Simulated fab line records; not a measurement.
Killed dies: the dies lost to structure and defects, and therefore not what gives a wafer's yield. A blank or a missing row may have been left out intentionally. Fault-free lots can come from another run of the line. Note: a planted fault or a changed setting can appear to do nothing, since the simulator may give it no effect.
Matching of chambers -- flow n5Finfet -- N5_BEOL_M14_ETCH_59 on rieDiel-01: 4 sister chambers
The step etches BARC in N2/H2, target depth 89 nm, overetch 26.7 nm, time 67.9 s. 8 wafers are shown with their chamber, then 8 later ones without.

== EACH WAFER AND ITS CHAMBER ==
wafer,chamber,showerheadPlenumPTorr (Torr),drypumpMotorCurrentA (A)
L082.1,0,2.67,5.7
L082.3,2,2.45,6.2
L084.2,0,2.66,5.7
L084.4,3,2.52,5.6
L088.2,2,2.45,6.3
L088.4,3,2.52,5.6
L088.5,1,2.55,5.8
L089.2,1,2.55,5.8

== WAFERS WITHOUT THEIR CHAMBER ==
wafer,showerheadPlenumPTorr (Torr),drypumpMotorCurrentA (A)
L089.4,2.52,5.6
L089.5,2.52,5.6
L093.1,2.51,5.6
L093.3,2.65,5.8
L093.5,2.51,5.5
L092.1,2.54,5.8
L092.2,2.65,5.8
L092.5,2.54,5.7

== WHICH CHAMBER EACH ONE RAN IN ==
wafer,from the rows above,in truth
L089.4,3,3
L089.5,3,3
L093.1,3,3
L093.3,0,0
L093.5,3,3
L092.1,1,1
L092.2,0,0
L092.5,1,1
Correctly placed: 8 of 8. Left unplaced by these rows: 0. Number placed wrongly: 0.
How it was worked out, from the rows above alone: a wafer's distance from a chamber is the root of the sum, over the readings, of the square of ((its reading less the chamber's mean) divided by the reading's scatter). If the next closest chamber is less than 2 further off than the closest, the wafer can't be placed; otherwise it belongs to the closest. A chamber's mean is the mean of its shown wafers. The scatter: take each reading less its chamber's mean, square it, sum over the shown wafers, divide by the number of wafers less the number of chambers, and take the root.
